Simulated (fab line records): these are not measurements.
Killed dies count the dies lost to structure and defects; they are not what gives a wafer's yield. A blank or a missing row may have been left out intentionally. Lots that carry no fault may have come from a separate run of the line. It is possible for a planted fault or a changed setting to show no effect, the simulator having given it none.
fab line records	flow n5Finfet
[record] lots = 24	wafers = 72	lastDay = 18
route steps=1938 shown STI_FIN_REVEAL@188 DUMMY_GATE@232
lots that met no fault: from a run of the same line without faults
startH: start of the lot's first displayed wafer, in hours after the record's first day	waitH: hours since the lot's step before	" identical to the entry in the row above	L1.1+2: one row covering several wafers at once	- value missing, or start not given	* or withheld: withheld	< > ~ a bound
route shown NAME@n: a module of which the file shows steps, and the number in the route of the first	usual: the fault-free wafers' mean and standard deviation	same: alike in all rows	chamber/n: place in a boat	sites: each site's reading	_std_site: standard deviation across them	_edge_site: the outer-site mean with the inner-site mean subtracted	radiusMm: how far each site lies from the wafer's centre	mask NAME#n: copy n	behind: the last tool/chamber to shape the wafer	hold: cause of the lot's hold/its duration in hours/its outcome	device: transistor that didn't switch, given as n, p or np	end of line: at the end of the route, the tests of the same wafers	for a step that has no rows: nothing shown but its recipe	killed: dies that structure and defects cost at the first sort, which is not the same as the wafer's yield	map: shows each die of a wafer: x if killed, . if not, _ if none is there
set.NAME: setting as actually run; set.NAME@STEP: the setting as run at that earlier step	model.NAME: the simulator's own value behind a step, which no gauge read
the route's steps for a sample of lots (tables are steps, rows are wafers)
services: a tool's chamber out of use, with start hour (startH, from the record's first day; less than 0 if before it), hours out, and reason
[[steps]]
[step N5_STI_FIN_REVEAL_THK_MEAS_05]
[usual] thkNm = 131.0/1.1
lot.wafer	tool	chamber	startH	waitH	thkNm
L074.2	filmMetro-01	-	35.78	-	129.7
L074.3	"	-	"	"	131.7
L074.4	"	-	"	"	130.0
L075.3	filmMetro-01	-	43.59	-	131.7
L075.4	"	-	"	"	131.4
L075.5	"	-	"	"	132.1
L076.1	filmMetro-02	-	45.52	-	131.6
L076.2	"	-	"	"	133.3
L076.4	"	-	"	"	131.3
L077.1	filmMetro-02	-	51.36	-	129.9
L077.4	"	-	"	"	128.8
L077.6	"	-	"	"	129.3
L078.3	filmMetro-01	-	57.30	-	130.7
L078.5	"	-	"	"	129.1
L078.6	"	-	"	"	129.2
L079.1	filmMetro-01	-	62.75	-	132.0
L079.2	"	-	"	"	132.9
L079.6	"	-	"	"	133.4
L080.1	filmMetro-02	-	70.48	-	130.5
L080.2	"	-	"	"	130.4
L080.4	"	-	"	"	130.3
L081.2	filmMetro-01	-	76.39	-	132.3
L081.4	"	-	"	"	132.9
L081.5	"	-	"	"	131.9
L082.4	filmMetro-02	-	82.27	-	128.8
L082.5	"	-	"	"	128.0
L082.6	"	-	"	"	130.1
L083.1	filmMetro-02	-	89.06	-	132.8
L083.2	"	-	"	"	131.4
L083.6	"	-	"	"	132.0
L084.3	filmMetro-02	-	98.63	-	130.7
L084.5	"	-	"	"	132.1
L084.6	"	-	"	"	130.2
L085.1	filmMetro-01	-	104.63	-	131.8
L085.3	"	-	"	"	131.7
L085.5	"	-	"	"	132.8
L086.1	filmMetro-01	-	109.06	-	131.7
L086.2	"	-	"	"	130.9
L086.3	"	-	"	"	131.5
L087.1	filmMetro-01	-	112.16	-	131.1
L087.3	"	-	"	"	131.6
L087.4	"	-	"	"	131.8
L088.1	filmMetro-02	-	117.17	-	131.4
L088.4	"	-	"	"	130.0
L088.5	"	-	"	"	131.0
L089.3	filmMetro-02	-	124.75	-	129.4
L089.5	"	-	"	"	130.5
L089.6	"	-	"	"	130.1
L090.3	filmMetro-01	-	129.05	-	129.1
L090.4	"	-	"	"	131.4
L090.6	"	-	"	"	129.5
L091.2	filmMetro-01	-	136.04	-	131.9
L091.3	"	-	"	"	133.2
L091.6	"	-	"	"	131.2
L092.2	filmMetro-02	-	141.18	-	131.2
L092.3	"	-	"	"	131.7
L092.4	"	-	"	"	130.9
L093.1	filmMetro-01	-	147.96	-	132.5
L093.2	"	-	"	"	130.8
L093.4	"	-	"	"	132.3
L094.1	filmMetro-02	-	154.58	-	130.9
L094.2	"	-	"	"	130.4
L094.4	"	-	"	"	130.6
L095.2	filmMetro-01	-	159.90	-	131.3
L095.3	"	-	"	"	130.1
L095.4	"	-	"	"	131.0
L096.3	filmMetro-02	-	166.08	-	129.7
L096.5	"	-	"	"	131.5
L096.6	"	-	"	"	132.3
L097.1	filmMetro-01	-	171.14	-	130.0
L097.4	"	-	"	"	130.0
L097.5	"	-	"	"	131.3
[step N5_DUMMY_GATE_OVL_MEAS_16]
[recipe] pointsPerWafer = 522
[usual] GATE_OVL = -0.6/0.76
lot.wafer	tool	chamber	startH	waitH	GATE_OVL[nm]
L074.2	overlay-02	0	47.83	0.0	-0.9
L074.3	"	0	"	"	-1.7
L074.4	"	0	"	"	-0.5
L076.1	overlay-01	0	57.46	0.0	-0.3
L076.2	"	0	"	"	-0.2
L076.4	"	0	"	"	-1.7
L075.3	overlay-02	0	57.69	0.0	-0.5
L075.4	"	0	"	"	-0.4
L075.5	"	0	"	"	-0.6
L077.1	overlay-02	0	65.39	0.0	-0.3
L077.4	"	0	"	"	-0.9
L077.6	"	0	"	"	-1.8
L078.3	overlay-02	0	69.71	0.0	-1.4
L078.5	"	0	"	"	-1.4
L078.6	"	0	"	"	-0.6
L079.1	overlay-02	0	76.96	0.0	-0.5
L079.2	"	0	"	"	-1.0
L079.6	"	0	"	"	-1.6
L081.2	overlay-02	0	90.87	0.0	-1.5
L081.4	"	0	"	"	-1.5
L081.5	"	0	"	"	-0.6
L080.1	overlay-01	0	93.58	0.0	-0.2
L080.2	"	0	"	"	0.1
L080.4	"	0	"	"	0.6
L082.4	overlay-01	0	99.21	0.0	-0.6
L082.5	"	0	"	"	0.3
L082.6	"	0	"	"	-1.2
L083.1	overlay-01	0	102.76	0.0	-1.7
L083.2	"	0	"	"	0.1
L083.6	"	0	"	"	-0.9
L084.3	overlay-01	0	111.07	0.0	-0.3
L084.5	"	0	"	"	-0.8
L084.6	"	0	"	"	-0.8
L085.1	overlay-02	0	117.46	0.0	-0.9
L085.3	"	0	"	"	-1.0
L085.5	"	0	"	"	-0.8
L086.1	overlay-01	0	121.37	0.0	0.3
L086.2	"	0	"	"	0.0
L086.3	"	0	"	"	-0.1
L088.1	overlay-02	0	129.51	0.0	-0.5
L088.4	"	0	"	"	-1.4
L088.5	"	0	"	"	-1.8
L087.1	overlay-01	0	131.67	0.0	-1.8
L087.3	"	0	"	"	-1.9
L087.4	"	0	"	"	-1.8
L089.3	overlay-02	0	137.93	0.0	0.3
L089.5	"	0	"	"	-0.4
L089.6	"	0	"	"	0.2
L090.3	overlay-01	0	141.34	0.0	0.2
L090.4	"	0	"	"	0.1
L090.6	"	0	"	"	0.8
L091.2	overlay-01	0	148.50	0.0	-0.6
L091.3	"	0	"	"	-1.1
L091.6	"	0	"	"	-0.7
L092.2	overlay-01	0	153.30	0.0	-0.1
L092.3	"	0	"	"	-0.6
L092.4	"	0	"	"	0.1
L093.1	overlay-01	0	160.27	0.0	-1.2
L093.2	"	0	"	"	-0.2
L093.4	"	0	"	"	-0.8
L094.1	overlay-01	0	166.90	0.0	-0.9
L094.2	"	0	"	"	0.7
L094.4	"	0	"	"	-0.7
L095.2	overlay-02	0	172.18	0.0	0.2
L095.3	"	0	"	"	-2.6
L095.4	"	0	"	"	-0.1
L096.3	overlay-01	0	178.97	0.0	-0.1
L096.5	"	0	"	"	-1.1
L096.6	"	0	"	"	-2.0
L097.1	overlay-01	0	184.04	0.0	-0.1
L097.4	"	0	"	"	-1.0
L097.5	"	0	"	"	-1.2
[step N5_DUMMY_GATE_INSPECT_17]
[recipe] mode = adi	inspectInstrument = brightfield
[usual] rawDefectCount = 202/55
lot.wafer	tool	chamber	startH	waitH	rawDefectCount
L074.2	defectInspect-02	-	47.88	0.0	285
L074.3	"	-	"	"	242
L074.4	"	-	"	"	274
L076.1	defectInspect-01	-	57.53	0.1	210
L076.2	"	-	"	"	148
L076.4	"	-	"	"	204
L075.3	defectInspect-01	-	57.74	0.0	201
L075.4	"	-	"	"	220
L075.5	"	-	"	"	224
L077.1	defectInspect-02	-	65.45	0.1	190
L077.4	"	-	"	"	225
L077.6	"	-	"	"	261
L078.3	defectInspect-02	-	69.76	0.0	180
L078.5	"	-	"	"	144
L078.6	"	-	"	"	163
L079.1	defectInspect-02	-	77.02	0.1	203
L079.2	"	-	"	"	195
L079.6	"	-	"	"	142
L081.2	defectInspect-01	-	90.92	0.0	273
L081.4	"	-	"	"	264
L081.5	"	-	"	"	249
L080.1	defectInspect-01	-	93.64	0.1	175
L080.2	"	-	"	"	210
L080.4	"	-	"	"	193
L082.4	defectInspect-02	-	99.26	0.0	249
L082.5	"	-	"	"	130
L082.6	"	-	"	"	295
L083.1	defectInspect-01	-	102.82	0.1	92
L083.2	"	-	"	"	175
L083.6	"	-	"	"	259
L084.3	defectInspect-01	-	111.12	0.0	159
L084.5	"	-	"	"	195
L084.6	"	-	"	"	173
L085.1	defectInspect-02	-	117.52	0.1	212
L085.3	"	-	"	"	262
L085.5	"	-	"	"	253
L086.1	defectInspect-01	-	121.43	0.1	182
L086.2	"	-	"	"	124
L086.3	"	-	"	"	122
L088.1	defectInspect-01	-	129.57	0.1	236
L088.4	"	-	"	"	164
L088.5	"	-	"	"	183
L087.1	defectInspect-01	-	131.73	0.1	200
L087.3	"	-	"	"	262
L087.4	"	-	"	"	207
L089.3	defectInspect-01	-	137.98	0.0	425
L089.5	"	-	"	"	310
L089.6	"	-	"	"	286
L090.3	defectInspect-01	-	141.39	0.0	152
L090.4	"	-	"	"	164
L090.6	"	-	"	"	123
L091.2	defectInspect-02	-	148.55	0.0	149
L091.3	"	-	"	"	130
L091.6	"	-	"	"	101
L092.2	defectInspect-02	-	153.35	0.0	166
L092.3	"	-	"	"	123
L092.4	"	-	"	"	137
L093.1	defectInspect-01	-	160.33	0.1	211
L093.2	"	-	"	"	198
L093.4	"	-	"	"	258
L094.1	defectInspect-02	-	166.97	0.1	187
L094.2	"	-	"	"	126
L094.4	"	-	"	"	145
L095.2	defectInspect-02	-	172.23	0.0	217
L095.3	"	-	"	"	202
L095.4	"	-	"	"	162
L096.3	defectInspect-01	-	179.01	0.0	191
L096.5	"	-	"	"	296
L096.6	"	-	"	"	247
L097.1	defectInspect-01	-	184.10	0.1	139
L097.4	"	-	"	"	140
L097.5	"	-	"	"	143
[step N5_DUMMY_GATE_ETCH_37]
[recipe] chemistry = N2/H2	target = SOC	targetDepthA = 600	overetchA = 300	tempC = 40	ionEnergyEv = 200	pressureMtorr = 30	sourceW = 840	biasW = 150	n2FlowSccm = 200	h2FlowSccm = 200
[usual] drypumpMotorCurrentA = 5.8/0.46	oesProductAu = 0.63/0.071	rfVppV = 522.7/1.6	showerheadPlenumPTorr = 2.50/0.051	throttleValvePct = 17.87/0.27
lot.wafer	tool	chamber	startH	waitH	drypumpMotorCurrentA	oesProductAu	rfHoursCounterH	rfVppV	showerheadPlenumPTorr	throttleValvePct
L074.2	rieDiel-01	2	48.23	0.0	6.1	0.54	226	523.0	2.52	18.29
L074.3	"	3	"	"	6.7	0.61	114	523.7	2.56	17.78
L074.4	"	0	"	"	6.1	0.55	233	522.7	2.50	17.99
L076.1	rieDiel-03	0	57.71	0.0	6.0	0.54	244	526.2	2.61	18.29
L076.2	"	1	"	"	5.6	0.56	197	523.7	2.53	18.33
L076.4	"	2	"	"	5.6	0.60	151	523.6	2.54	18.11
L075.3	rieDiel-06	2	57.91	0.0	5.8	0.60	141	524.5	2.54	17.88
L075.4	"	1	"	"	5.3	0.58	178	520.1	2.44	17.84
L075.5	"	1	"	"	5.3	0.59	-	521.5	2.44	17.85
L077.1	rieDiel-06	3	65.63	0.0	5.0	0.61	134	522.1	2.44	17.84
L077.4	"	1	"	"	5.3	0.58	181	521.4	2.43	17.84
L077.6	"	2	"	"	5.8	0.61	-	524.5	2.54	17.88
L078.3	rieDiel-06	2	70.40	0.0	5.8	0.59	145	522.7	2.54	17.89
L078.5	"	0	"	"	6.2	0.74	-	521.7	2.49	17.50
L078.6	"	1	"	"	5.3	0.58	-	521.2	2.43	17.85
L079.1	rieDiel-06	2	77.33	0.0	5.8	0.59	148	524.3	2.54	17.90
L079.2	"	3	"	"	5.0	0.61	138	522.4	2.44	17.86
L079.6	"	2	"	"	5.8	0.60	-	523.9	2.54	17.90
L081.2	rieDiel-06	0	91.10	0.0	6.2	0.73	20	522.6	2.49	17.51
L081.4	"	3	"	"	5.0	0.61	-	520.8	2.44	17.86
L081.5	"	2	"	"	5.8	0.59	-	522.8	2.53	17.91
L080.1	rieDiel-06	2	93.81	0.0	5.8	0.59	154	523.3	2.53	17.92
L080.2	"	3	"	"	5.0	0.60	145	522.4	2.44	17.89
L080.4	"	3	"	"	5.0	0.60	-	520.8	2.44	17.87
L082.4	rieDiel-01	3	99.43	0.0	6.7	0.60	130	525.0	2.56	17.80
L082.5	"	2	"	"	6.1	0.54	-	523.3	2.52	18.31
L082.6	"	1	"	"	5.9	0.72	-	522.6	2.47	17.41
L083.1	rieDiel-01	3	103.67	0.0	6.6	0.60	131	524.6	2.56	17.82
L083.2	"	1	"	"	5.8	0.71	38	523.5	2.47	17.43
L083.6	"	3	"	"	6.7	0.60	-	524.6	2.56	17.81
L084.3	rieDiel-06	0	111.29	0.0	6.2	0.71	28	521.5	2.49	17.54
L084.5	"	3	"	"	5.0	0.60	-	520.4	2.43	17.88
L084.6	"	0	"	"	6.2	0.72	-	522.1	2.49	17.52
L085.1	rieDiel-03	2	117.70	0.0	5.6	0.59	171	523.3	2.53	18.15
L085.3	"	1	"	"	5.7	0.55	213	523.6	2.52	18.35
L085.5	"	1	"	"	5.6	0.55	-	524.9	2.52	18.35
L086.1	rieDiel-01	3	121.61	0.0	6.7	0.60	137	524.1	2.55	17.82
L086.2	"	1	"	"	5.9	0.71	44	522.5	2.47	17.44
L086.3	"	2	"	"	6.0	0.53	242	522.2	2.51	18.33
L088.1	rieDiel-06	2	129.74	0.0	5.8	0.59	165	523.9	2.53	17.93
L088.4	"	3	"	"	5.0	0.60	156	520.6	2.43	17.89
L088.5	"	3	"	"	5.0	0.60	-	520.6	2.43	17.89
L087.1	rieDiel-06	3	131.91	0.0	5.0	0.60	157	521.8	2.43	17.89
L087.3	"	2	"	"	5.8	0.59	165	524.7	2.53	17.92
L087.4	"	1	"	"	5.3	0.57	193	521.8	2.43	17.86
L089.3	rieDiel-06	0	138.54	0.0	6.2	0.70	36	523.6	2.48	17.54
L089.5	"	3	"	"	5.0	0.60	-	519.3	2.43	17.90
L089.6	"	2	"	"	5.8	0.58	-	524.3	2.53	17.93
L090.3	rieDiel-06	2	141.56	0.0	5.8	0.59	169	524.1	2.53	17.93
L090.4	"	0	"	"	6.2	0.70	37	523.0	2.48	17.52
L090.6	"	0	"	"	6.2	0.71	-	521.6	2.48	17.53
L091.2	rieDiel-06	3	148.93	0.0	5.0	0.60	163	521.5	2.43	17.90
L091.3	"	2	"	"	5.8	0.59	171	524.2	2.53	17.92
L091.6	"	0	"	"	6.2	0.69	-	523.7	2.48	17.55
L092.2	rieDiel-03	1	153.53	0.0	5.7	0.55	224	523.4	2.51	18.37
L092.3	"	3	"	"	5.0	0.57	203	519.3	2.41	17.90
L092.4	"	0	"	"	6.0	0.72	20	525.9	2.60	17.87
L093.1	rieDiel-03	3	160.51	0.0	5.0	0.57	206	519.5	2.41	17.92
L093.2	"	2	"	"	5.6	0.58	185	524.6	2.53	18.15
L093.4	"	0	"	"	6.0	0.73	23	524.8	2.60	17.87
L094.1	rieDiel-01	0	167.15	0.0	6.1	0.74	14	522.3	2.49	17.58
L094.2	"	2	"	"	6.1	0.76	4	521.4	2.51	17.94
L094.4	"	2	"	"	6.1	0.76	-	522.3	2.51	17.95
L095.2	rieDiel-03	2	172.41	0.0	5.6	0.58	188	524.3	2.53	18.18
L095.3	"	1	"	"	5.6	0.55	230	522.4	2.51	18.39
L095.4	"	0	"	"	6.0	0.72	-	525.1	2.60	17.89
L096.3	rieDiel-03	1	179.73	0.0	5.7	0.55	231	522.0	2.51	18.39
L096.5	"	1	"	"	5.7	0.54	-	521.4	2.51	18.39
L096.6	"	0	"	"	6.0	0.71	-	524.0	2.60	17.88
L097.1	rieDiel-01	2	184.28	0.0	6.1	0.74	10	522.5	2.50	17.95
L097.4	"	0	"	"	6.1	0.72	19	521.4	2.49	17.59
L097.5	"	3	"	"	6.7	0.59	-	524.2	2.55	17.86
[step N5_DUMMY_GATE_TRIM_49]
[recipe] chemistry = O2	resist = SOC	timeS = 29	targetCdNm = 14	sourcePowerW = 300	biasPowerW = 0	O2_flow_sccm = 100	tempC = 20
[usual] drypumpMotorCurrentA = 5.5/0.47	oesProductAu = 1.006/0.019	throttleValvePct = 8.16/0.15
lot.wafer	tool	chamber	startH	waitH	drypumpMotorCurrentA	oesProductAu	rfHoursCounterH	throttleValvePct
L074.2	rieSi-05	3	48.31	0.0	5.9	1.011	199	8.09
L074.3	"	1	"	"	5.3	0.992	189	8.22
L074.4	"	2	"	"	5.8	0.996	84	8.32
L076.1	rieSi-01	1	57.79	0.0	5.6	1.011	148	8.02
L076.2	"	2	"	"	5.0	0.969	194	8.16
L076.4	"	1	"	"	5.6	1.009	-	8.03
L075.3	rieSi-02	2	58.00	0.0	6.0	1.043	91	8.38
L075.4	"	0	"	"	6.6	0.998	88	8.18
L075.5	"	3	"	"	4.7	0.990	-	8.17
L077.1	rieSi-05	0	65.71	0.0	4.9	1.031	37	8.23
L077.4	"	3	"	"	5.8	1.011	199	8.08
L077.6	"	3	"	"	5.8	1.009	-	8.09
L078.3	rieSi-01	1	70.48	0.0	5.6	1.007	149	8.01
L078.5	"	2	"	"	5.0	0.973	-	8.16
L078.6	"	3	"	"	5.9	0.979	-	7.92
L079.1	rieSi-05	0	77.41	0.0	4.9	1.039	38	8.23
L079.2	"	3	"	"	5.8	1.005	200	8.08
L079.6	"	0	"	"	4.9	1.026	-	8.22
L081.2	rieSi-05	2	91.18	0.0	5.8	0.992	85	8.32
L081.4	"	0	"	"	4.9	1.024	-	8.22
L081.5	"	2	"	"	5.7	1.000	-	8.30
L080.1	rieSi-02	3	93.90	0.0	4.7	0.988	150	8.17
L080.2	"	1	"	"	5.7	1.006	146	8.27
L080.4	"	2	"	"	6.0	1.037	91	8.35
L082.4	rieSi-05	1	99.51	0.0	5.3	1.004	190	8.21
L082.5	"	0	"	"	4.9	1.032	-	8.22
L082.6	"	3	"	"	5.8	1.032	-	7.83
L083.1	rieSi-05	1	103.75	0.0	5.3	1.006	190	8.21
L083.2	"	2	"	"	5.7	1.009	85	8.30
L083.6	"	0	"	"	4.9	1.029	-	8.20
L084.3	rieSi-01	2	111.38	0.0	5.0	0.967	195	8.17
L084.5	"	2	"	"	5.0	0.972	-	8.14
L084.6	"	1	"	"	5.6	1.009	-	8.01
L085.1	rieSi-01	1	117.78	0.0	5.6	1.013	150	8.02
L085.3	"	3	"	"	5.9	0.989	47	7.92
L085.5	"	2	"	"	5.1	0.962	-	8.18
L086.1	rieSi-01	1	121.69	0.0	5.6	1.014	150	8.00
L086.2	"	2	"	"	5.0	0.955	196	8.16
L086.3	"	0	"	"	5.6	1.002	83	8.32
L088.1	rieSi-01	3	129.83	0.0	5.9	0.981	47	7.93
L088.4	"	0	"	"	5.6	1.001	83	8.32
L088.5	"	0	"	"	5.7	0.989	-	8.31
L087.1	rieSi-02	1	131.99	0.0	5.7	0.999	147	8.26
L087.3	"	0	"	"	6.5	1.011	90	8.18
L087.4	"	3	"	"	4.7	0.992	151	8.20
L089.3	rieSi-05	1	138.63	0.0	5.3	0.991	191	8.20
L089.5	"	0	"	"	4.9	1.020	-	8.23
L089.6	"	1	"	"	5.3	0.998	-	8.19
L090.3	rieSi-01	1	141.64	0.0	5.6	1.014	150	8.03
L090.4	"	0	"	"	5.7	1.006	-	8.32
L090.6	"	1	"	"	5.6	1.013	-	8.02
L091.2	rieSi-05	3	149.01	0.0	5.8	1.021	1	7.83
L091.3	"	0	"	"	4.9	1.026	39	8.23
L091.6	"	0	"	"	4.9	1.031	-	8.22
L092.2	rieSi-01	0	153.61	0.0	5.7	0.998	84	8.32
L092.3	"	3	"	"	5.9	0.989	48	7.92
L092.4	"	1	"	"	5.6	1.000	-	8.01
L093.1	rieSi-02	3	160.59	0.0	4.7	1.004	151	8.18
L093.2	"	2	"	"	6.0	1.047	93	8.36
L093.4	"	0	"	"	6.6	1.007	90	8.19
L094.1	rieSi-05	3	167.23	0.0	5.9	1.023	1	7.82
L094.2	"	2	"	"	5.8	1.004	86	8.32
L094.4	"	1	"	"	5.3	1.002	191	8.22
L095.2	rieSi-02	3	172.49	0.0	4.7	0.995	152	8.17
L095.3	"	2	"	"	6.0	1.035	93	8.37
L095.4	"	0	"	"	6.6	0.999	90	8.19
L096.3	rieSi-01	1	179.81	0.0	5.6	1.021	151	8.01
L096.5	"	2	"	"	5.0	1.009	-	7.91
L096.6	"	1	"	"	5.6	1.022	-	8.02
L097.1	rieSi-02	1	184.36	0.0	5.7	1.004	148	8.26
L097.4	"	0	"	"	6.6	1.005	90	8.19
L097.5	"	1	"	"	5.7	1.007	-	8.24
[step N5_DUMMY_GATE_STRIP_40]
[recipe] chemistry = CF4	resist = SiARC	powerW = 300	biasPowerW = 75	pressureMtorr = 50	cf4FlowSccm = 150	rfFrequencyHz = 6e+07
[usual] drypumpMotorCurrentA = 5.8/0.48	oesProductAu = 0.79/0.094	rfVppV = 270.5/1.2	showerheadPlenumPTorr = 1.76/0.03	throttleValvePct = 13.61/0.29
lot.wafer	tool	chamber	startH	waitH	drypumpMotorCurrentA	oesProductAu	rfHoursCounterH	rfVppV	showerheadPlenumPTorr	throttleValvePct
L074.2	rieDiel-06	1	48.41	0.1	5.3	0.74	175	268.8	1.73	13.53
L074.3	"	2	"	"	5.8	0.75	138	271.3	1.81	13.79
L074.4	"	0	"	"	6.2	0.95	6	267.4	1.75	13.16
L076.1	rieDiel-03	1	57.89	0.1	5.7	0.71	197	271.6	1.78	14.07
L076.2	"	2	"	"	5.6	0.75	151	271.9	1.79	13.90
L076.4	"	0	"	"	6.0	0.68	244	273.0	1.82	13.94
L075.3	rieDiel-06	3	58.09	0.1	5.0	0.77	132	268.8	1.73	13.65
L075.4	"	1	"	"	5.3	0.73	178	268.0	1.73	13.51
L075.5	"	0	"	"	6.2	0.94	-	271.3	1.75	13.13
L077.1	rieDiel-06	1	65.81	0.1	5.3	0.73	181	267.6	1.73	13.52
L077.4	"	2	"	"	5.8	0.74	143	269.0	1.81	13.82
L077.6	"	1	"	"	5.3	0.73	-	266.8	1.73	13.52
L078.3	rieDiel-01	0	70.58	0.1	6.1	0.69	239	271.7	1.78	13.95
L078.5	"	1	"	"	5.9	0.92	-	270.0	1.75	13.21
L078.6	"	3	"	"	6.7	0.76	-	271.0	1.80	13.46
L079.1	rieDiel-01	3	77.58	0.1	6.7	0.77	123	271.9	1.80	13.48
L079.2	"	1	"	"	5.9	0.91	29	270.9	1.75	13.20
L079.6	"	3	"	"	6.6	0.76	-	272.3	1.80	13.47
L081.2	rieDiel-01	2	91.28	0.1	6.1	0.67	232	272.2	1.75	13.84
L081.4	"	1	"	"	5.8	0.90	33	272.6	1.74	13.24
L081.5	"	2	"	"	6.0	0.67	-	271.0	1.75	13.84
L080.1	rieDiel-03	3	93.99	0.1	5.0	0.73	184	270.4	1.73	13.77
L080.2	"	2	"	"	5.6	0.75	163	271.6	1.79	13.95
L080.4	"	1	"	"	5.7	0.70	208	271.4	1.77	14.10
L082.4	rieDiel-03	1	99.75	0.2	5.7	0.69	210	271.4	1.77	14.09
L082.5	"	2	"	"	5.6	0.74	-	272.0	1.79	13.94
L082.6	"	3	"	"	5.0	0.72	-	268.1	1.73	13.75
L083.1	rieDiel-06	0	103.92	0.1	6.2	0.90	26	270.6	1.75	13.18
L083.2	"	2	"	"	5.8	0.74	158	271.5	1.80	13.85
L083.6	"	2	"	"	5.8	0.75	-	271.2	1.80	13.82
L084.3	rieDiel-06	2	111.47	0.1	5.8	0.74	159	270.1	1.80	13.83
L084.5	"	1	"	"	5.3	0.73	-	269.9	1.73	13.54
L084.6	"	0	"	"	6.2	0.90	-	272.0	1.75	13.18
L085.1	rieDiel-01	1	117.88	0.1	5.9	0.89	42	271.4	1.74	13.26
L085.3	"	3	"	"	6.7	0.74	136	270.9	1.79	13.52
L085.5	"	2	"	"	6.1	0.65	-	271.0	1.75	13.87
L086.1	rieDiel-06	0	121.79	0.1	6.2	0.89	31	270.3	1.75	13.18
L086.2	"	2	"	"	5.8	0.74	163	272.1	1.80	13.84
L086.3	"	1	"	"	5.3	0.73	190	270.2	1.73	13.54
L088.1	rieDiel-01	1	129.92	0.1	5.8	0.88	47	269.6	1.74	13.25
L088.4	"	2	"	"	6.1	0.66	-	271.5	1.75	13.87
L088.5	"	3	"	"	6.7	0.74	-	270.6	1.79	13.52
L087.1	rieDiel-01	2	132.09	0.1	6.1	0.65	246	270.0	1.75	13.90
L087.3	"	3	"	"	6.7	0.74	141	271.4	1.79	13.52
L087.4	"	1	"	"	5.9	0.88	48	271.3	1.74	13.28
L089.3	rieDiel-03	2	138.80	0.1	5.6	0.74	178	271.9	1.79	13.98
L089.5	"	3	"	"	5.0	0.71	-	267.1	1.72	13.81
L089.6	"	2	"	"	5.6	0.73	-	270.8	1.79	13.98
L090.3	rieDiel-03	3	141.74	0.1	5.0	0.72	200	269.0	1.72	13.81
L090.4	"	1	"	"	5.7	0.70	221	270.5	1.77	14.14
L090.6	"	0	"	"	6.0	0.92	-	272.6	1.81	13.41
L091.2	rieDiel-06	1	149.11	0.1	5.3	0.72	199	268.5	1.73	13.56
L091.3	"	3	"	"	5.0	0.75	163	269.7	1.72	13.71
L091.6	"	2	"	"	5.8	0.73	-	270.2	1.80	13.86
L092.2	rieDiel-03	2	153.71	0.1	5.6	0.73	183	270.3	1.79	13.99
L092.3	"	0	"	"	6.0	0.90	20	271.7	1.81	13.41
L092.4	"	1	"	"	5.7	0.69	224	270.7	1.77	14.12
L093.1	rieDiel-03	1	160.69	0.1	5.7	0.69	226	270.1	1.77	14.14
L093.2	"	2	"	"	5.6	0.73	185	269.5	1.78	13.98
L093.4	"	3	"	"	5.0	0.71	206	268.5	1.72	13.82
L094.1	rieDiel-01	0	167.33	0.1	6.1	0.91	14	271.3	1.77	13.41
L094.2	"	1	"	"	5.9	0.85	61	270.3	1.74	13.28
L094.4	"	2	"	"	6.0	0.95	-	270.7	1.75	13.33
L095.2	rieDiel-01	0	172.59	0.1	6.1	0.90	16	271.3	1.77	13.43
L095.3	"	1	"	"	5.9	0.85	63	270.3	1.74	13.28
L095.4	"	2	"	"	6.0	0.93	-	270.8	1.75	13.34
L096.3	rieDiel-03	3	179.96	0.1	5.0	0.70	209	268.1	1.72	13.82
L096.5	"	0	"	"	6.0	0.90	-	271.8	1.81	13.42
L096.6	"	3	"	"	5.0	0.71	-	269.7	1.72	13.82
L097.1	rieDiel-01	0	184.46	0.1	6.1	0.90	19	270.7	1.77	13.43
L097.4	"	3	"	"	6.7	0.73	156	271.5	1.79	13.55
L097.5	"	1	"	"	5.9	0.85	-	270.1	1.74	13.31
[[services]]
tool	chamber	startH	hours	kind
rieSi-05	1	25.19	1.6	repair
rieDiel-03	0	25.76	27.0	repair
rieSi-01	3	53.59	10.1	repair
rieDiel-01	2	60.91	23.0	repair
rieDiel-01	-	62.44	2.8	pm
rieDiel-06	1	71.21	24.2	repair
rieDiel-03	0	77.62	-	clean
rieDiel-03	0	77.62	-	consumableReplace:focusRing
rieSi-05	3	78.58	-	clean
rieSi-05	3	101.14	12.1	repair
rieDiel-01	0	103.00	-	clean
rieDiel-01	0	103.00	-	consumableReplace:focusRing
rieDiel-01	0	103.00	27.2	scheduledDown
rieDiel-01	0	103.00	27.2	ventCycle
rieDiel-03	1	103.40	9.8	repair
rieSi-05	2	136.95	15.4	repair
rieDiel-01	2	143.72	-	clean
rieDiel-01	2	143.72	-	consumableReplace:focusRing
rieDiel-01	2	143.72	12.9	scheduledDown
rieDiel-01	2	143.72	12.9	ventCycle
rieDiel-01	3	161.64	11.6	repair
rieDiel-03	3	167.69	6.6	repair
rieSi-02	-	168.02	2.8	pm
rieSi-05	-	181.69	0.4	repair
[[key]]
fault none
